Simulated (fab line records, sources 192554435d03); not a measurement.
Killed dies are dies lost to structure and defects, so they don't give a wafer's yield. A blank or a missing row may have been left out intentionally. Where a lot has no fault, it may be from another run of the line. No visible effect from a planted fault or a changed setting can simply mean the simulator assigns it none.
Struck lot and sound lot, side by side	flow n5_finfet	37 steps out of a route of 1938
Sound: these wafers, L474.3, L474.5, L474.6. Struck: wafers L484.2, L484.5 (left out: L484.3, a lot-mate that was not struck); the cause follows at the end.
Per side, at each step with rows, come the tool, then ch with its chambers, and then its first start. Under that, the readings that differ: sound wafers	struck wafers	difference of the means	sigmas: that difference in standard deviations of wafers without a fault.
alike: readings whose means differ by less than 2 such deviations, and words and numbers that are the same on both sides. not compared: withheld readings, readings that some wafer has no value for, bounds like >300 that may hide the same value, and numbers for which the record gives no deviation and whose values overlap.
The two part at a step that has a row with sigmas, a row that says differs or no value, or rows on one side only. Numbers that don't overlap but have no deviation are shown without sigmas and don't part them. Lack of a reading on every wafer of one side parts them only where that side has two or more wafers.

first, 8 steps without rows for these wafers: N5_BEOL_M5_ANNEAL_51 (time 90 s); N5_BEOL_M5_CMP_52 (polishes, stops on SiCOH lowk, t overpolish 6.9 s, target thk 62 nm); N5_BEOL_M5_PRE_CLEAN_77 (time 15 s); N5_BEOL_M5_CO_CAP_78 (material Co, precursor CCTBA/H2, target thk 2 nm, time 102.1 s); N5_BEOL_M5_PRE_CLEAN_55 (time 15 s); N5_BEOL_M5_DEP_56 (deposits SiCN from 3MS/NH3, target thk 8 nm, time 14 s); N5_BEOL_M6_ILD_DEP_00 (deposits SiCOH lowk from DEMS/porogen, target thk 179.75 nm, time 33.4 s); N5_BEOL_M6_CURE_74 (cures SiCOH lowk, time 240 s).
N5_BEOL_M6_PECVD_70: deposits SiO2 from TEOS/O2, target thk 20 nm, time 22.7 s.
  sound on pecvd-02 ch 0,2, day 9 10:09; struck on pecvd-02 ch 1,2, day 11 20:25
reading	sound	struck	difference	sigmas
model.SiO2_of_BEOL_M6_PECVD_70.thk_nm (nm)	20 20 20.4	14 13.6	-6	
  alike: heater_power_w, showerhead_plenum_p_Torr, throttle_valve_pct
then, 25 steps without rows for these wafers: N5_BEOL_M6_HM_DEP_02 (deposits TiN, target thk 20 nm); N5_BEOL_M6_COAT_59 (time 60 s, resist thk 100 nm); N5_BEOL_M6_COAT_60 (time 60 s, resist thk 35 nm); N5_BEOL_M6_COAT_05 (resist thk 90 nm); N5_BEOL_M6_EBR_07; N5_BEOL_M6_SOFTBAKE_06 (time 60 s); N5_BEOL_M6_EXPOSE_08 (exposes mask M6); N5_BEOL_M6_PEB_09 (peb time 60 s); N5_BEOL_M6_DEVELOP_10 (develop time 30 s); N5_BEOL_M6_DESCUM_16 (chemistry O2, time 7.9 s); N5_BEOL_M6_ETCH_61 (etches SiARC in CF4, target depth 45.5 nm, time 75.8 s); N5_BEOL_M6_ETCH_62 (etches SOC in N2/H2, target depth 110 nm, overetch 22 nm, time 165 s); N5_BEOL_M6_STRIP_68 (strips in N2/H2); N5_BEOL_M6_STRIP_67 (strips in CF4); N5_BEOL_M6_HM_OPEN_17 (chemistry Cl2/BCl3, target TiN, target depth 20 nm, overetch 6 nm); N5_BEOL_M6_STRIP_19 (strips in O2); N5_BEOL_M6_COAT_63 (time 60 s, resist thk 60 nm); N5_BEOL_M6_COAT_64 (time 60 s, resist thk 12 nm); N5_BEOL_M6_COAT_71 (time 60 s, resist thk 5 nm); N5_BEOL_M6_COAT_22 (resist thk 30 nm); N5_BEOL_M6_EBR_24; N5_BEOL_M6_SOFTBAKE_23 (time 60 s); N5_BEOL_M6_EXPOSE_25 (exposes mask V5, target cd 40 nm); N5_BEOL_M6_PEB_26 (peb time 60 s); N5_BEOL_M6_DEVELOP_27 (develop time 30 s).
N5_BEOL_M6_HM_STRIP_39: strips TiN in peroxide tin strip, target depth 25 nm, time 158 s.
  sound on wet_bench-02 ch 3,5,6, day 9 15:47; struck on wet_bench-04 ch 1,5, day 12 00:19
reading	sound	struck	difference	sigmas
model.SiO2_of_BEOL_M6_PECVD_70.thk_nm (nm)	19.8 19.8 20.2	13.8 13.4	-6.3	
N5_BEOL_M6_CMP_52: polishes, stops on SiCOH lowk, t overpolish 6.9 s, target thk 80 nm.
  sound on cmp-03 ch 1,2,3, day 9 17:38; struck on cmp-01 ch 2,3, day 12 05:43
reading	sound	struck	difference	sigmas
barrier_field_endpoint_s (s)	29.2 28.2 29.5	21.3 20.9	-7.9	-11
  alike: clearing_platen_down_force_psi, motor_current_A
N5_PASSIVATION_PROBE_49:
  rows exist in the record for the sound wafers here (prober-02, day 13 05:17), none for the struck ones

## WHERE THEY PART
Last at N5_PASSIVATION_PROBE_49 as far as this record goes, first at N5_BEOL_M6_CMP_52.

WHY: what had been put in by the simulator
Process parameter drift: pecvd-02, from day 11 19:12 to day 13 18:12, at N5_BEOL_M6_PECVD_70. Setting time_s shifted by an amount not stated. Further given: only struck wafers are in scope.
